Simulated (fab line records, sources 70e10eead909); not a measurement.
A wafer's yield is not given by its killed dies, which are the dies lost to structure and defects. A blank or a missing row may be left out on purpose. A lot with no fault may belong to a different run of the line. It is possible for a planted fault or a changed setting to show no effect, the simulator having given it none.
A lot that was struck, set against a sound lot + flow nandHarc + 15 steps out of a route of 1302
Sound: these wafers, L726.1, L726.2, L726.5. Wafers struck: L723.2, L723.6. At the end, the cause is stated.
Order at every step that has rows: each side's tool, ch and its chambers, its first start. Under that, the readings that differ: sound wafers + struck wafers + difference of the means + sigmas: that difference in standard deviations of wafers without a fault.
alike: readings whose means differ by less than 2 such deviations, and words and numbers that are the same on both sides. not compared: withheld readings, readings that some wafer has no value for, bounds like >300 that may hide the same value, and numbers for which the record gives no deviation and whose values overlap.
The two part at a step that has a row with sigmas, a row that says differs or no value, or rows on one side only. Non-overlapping numbers with no deviation appear without sigmas and do not part them. A reading missing from all wafers of one side parts the sides only when that side holds two or more wafers.

first, 5 steps without rows for these wafers: NHARC_A_CONTACT_SOFTBAKE_03 (time 55 s); NHARC_A_CONTACT_EBR_04; NHARC_A_CONTACT_EXPOSE_05 (exposes mask A CC); NHARC_A_CONTACT_PEB_06 (peb time 65 s); NHARC_A_CONTACT_DEVELOP_07 (develop time 35 s).
NHARC_A_CONTACT_CD_MEAS_08: target cd 200 nm.
  sound on cdSem-01 ch 0, day 30 02:16; struck on cdSem-01 ch 0, day 30 09:13
| reading   | sound             | struck      | difference | sigmas |
|-----------|-------------------|-------------|------------|--------|
| cdNm (nm) | 200.4 200.3 200.4 | 198.9 198.7 | -1.6       | -3     |
NHARC_A_CONTACT_OVL_MEAS_09:
  sound: overlay-01 at day 30 02:22; struck: overlay-01 at day 30 09:18
| reading         | sound          | struck  | difference | sigmas |
|-----------------|----------------|---------|------------|--------|
| overlayXNm (nm) | -1.1 -1.4 -0.5 | 0.7 0.5 | +1.6       | +2     |
  alike: overlayYNm
NHARC_A_CONTACT_INSPECT_10:
  sound: defectInspect-01 at day 30 02:24; struck: defectInspect-02 at day 30 09:20
  alike: rawDefectCount
NHARC_A_CONTACT_DESCUM_13: chemistry O2, time 3 s.
  sound on rieDiel-06 ch 0,1,2, day 30 02:28; struck on rieDiel-11 ch 2,3, day 30 09:25
  alike: drypumpMotorCurrentA, o2FlowSccm, oesProductAu, rfVppV, showerheadPlenumPTorr, throttleValvePct
  not compared: rfHoursCounterH
NHARC_A_CONTACT_ETCH_88: etches the open film in CF4, target depth 39 nm, time 65 s.
  sound on rieDiel-06 ch 1,2,3, day 30 02:34; struck on rieDiel-11 ch 1,3, day 30 09:30
  alike: drypumpMotorCurrentA, oesProductAu, rfVppV, showerheadPlenumPTorr, throttleValvePct
  not compared: rfHoursCounterH
NHARC_A_CONTACT_ETCH_89: etches the open film in N2/H2, target depth 260 nm, time 475.3 s.
  sound on rieDiel-06 ch 1,3; struck on rieDiel-11 ch 0,2
  alike: drypumpMotorCurrentA, h2FlowSccm, oesProductAu, rfVppV, showerheadPlenumPTorr, throttleValvePct
  not compared: rfHoursCounterH
NHARC_A_CONTACT_ETCH_30: etches the open film in CF4/CHF3, target depth 72.6 nm, time 36.3 s.
  sound on rieDiel-06 ch 0,1; struck on rieDiel-11 ch 1,3
  alike: drypumpMotorCurrentA, oesProductAu, rfVppV, showerheadPlenumPTorr, throttleValvePct
  not compared: rfHoursCounterH
NHARC_A_CONTACT_ETCH_31: etches the open film in O2/COS, target depth 2800 nm, time 728 s.
  sound on rieDiel-06 ch 1,2,3, day 30 03:03; struck on rieDiel-11 ch 1, day 30 10:03
| reading             | sound             | struck      | difference | sigmas |
|---------------------|-------------------|-------------|------------|--------|
| oesProductAu (a.u.) | 1.002 1.011 0.988 | 0.864 0.857 | -0.140     | -13    |
  alike: drypumpMotorCurrentA, o2FlowSccm, rfVppV, showerheadPlenumPTorr, throttleValvePct
  not compared: rfHoursCounterH
NHARC_A_CONTACT_ETCH_134: etches the open film in C4F8/O2/Ar, time 140 s, target depth 700 nm.
  sound on harCapEtch-02 ch 0,1, day 30 03:35; struck on harCapEtch-01 ch 0, day 30 10:33
  not compared: rfHoursCounterH
-- jump in the record: it breaks off in module A_CONTACT and resumes in module END (first step shown: number 1302 of the route), and 2 days separate the struck wafers' starts before and after --
NHARC_END_SORT_01:
  here the record holds rows for the struck wafers (prober-01 ch 0, day 32 18:16) but none for the sound ones

WHERE THEY PART
At NHARC_A_CONTACT_CD_MEAS_08 first; at NHARC_END_SORT_01 last (within this record only).

WHY: whatever the simulator had introduced
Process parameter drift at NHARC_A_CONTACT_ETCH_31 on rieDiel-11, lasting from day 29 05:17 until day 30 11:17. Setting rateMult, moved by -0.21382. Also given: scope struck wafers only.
